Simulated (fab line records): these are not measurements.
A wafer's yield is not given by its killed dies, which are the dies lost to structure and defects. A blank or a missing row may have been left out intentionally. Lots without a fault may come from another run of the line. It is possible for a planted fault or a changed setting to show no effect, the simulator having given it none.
Chamber matching :: flow nandHarc :: NHARC_A_STAIRCASE_DEP_259 on pecvd-04 has 3 sister chambers
The step deposits SiON, target thk 30 nm. 3 wafers are shown with their chamber, then 8 later ones without.

== WAFERS WITH THEIR CHAMBER ==
wafer: L078.1
chamber: 0
heaterPowerW (W): 494

wafer: L083.4
chamber: 1
heaterPowerW (W): 743

wafer: L085.1
chamber: 2
heaterPowerW (W): 709

== WAFERS WITH NO CHAMBER GIVEN ==
wafer: L085.5
heaterPowerW (W): 767

wafer: L085.6
heaterPowerW (W): 573

wafer: L086.1
heaterPowerW (W): 579

wafer: L086.2
heaterPowerW (W): 716

wafer: L086.4
heaterPowerW (W): 595

wafer: L088.1
heaterPowerW (W): 596

wafer: L088.3
heaterPowerW (W): 759

wafer: L088.4
heaterPowerW (W): 762

== WHICH CHAMBER EACH WENT THROUGH ==
wafer: L085.5
from the rows above: can't be placed: 1 or 2
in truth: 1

wafer: L085.6
from the rows above: can't be placed: 0 or 2 or 1
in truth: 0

wafer: L086.1
from the rows above: can't be placed: 0 or 2 or 1
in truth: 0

wafer: L086.2
from the rows above: can't be placed: 2 or 1
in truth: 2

wafer: L086.4
from the rows above: can't be placed: 0 or 2 or 1
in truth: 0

wafer: L088.1
from the rows above: can't be placed: 0 or 2 or 1
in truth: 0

wafer: L088.3
from the rows above: can't be placed: 1 or 2
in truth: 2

wafer: L088.4
from the rows above: can't be placed: 1 or 2
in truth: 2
0 of 8 placed correctly. Can't be placed from these rows: 8 (the true chamber is among the candidates in 8). 0 placed wrongly.
How it was worked out, from the rows above alone: a wafer's distance from a chamber is the root of the sum, over the readings, of the square of ((its reading less the chamber's mean) divided by the reading's scatter). The wafer belongs to the nearest chamber; if the next one is less than 2 further off, it can't be placed. The mean given for a chamber averages the wafers shown for that chamber. The scatter (one wafer shown for each chamber): square how far every hidden wafer sits from the nearest shown wafer, average those squares and take the square root.
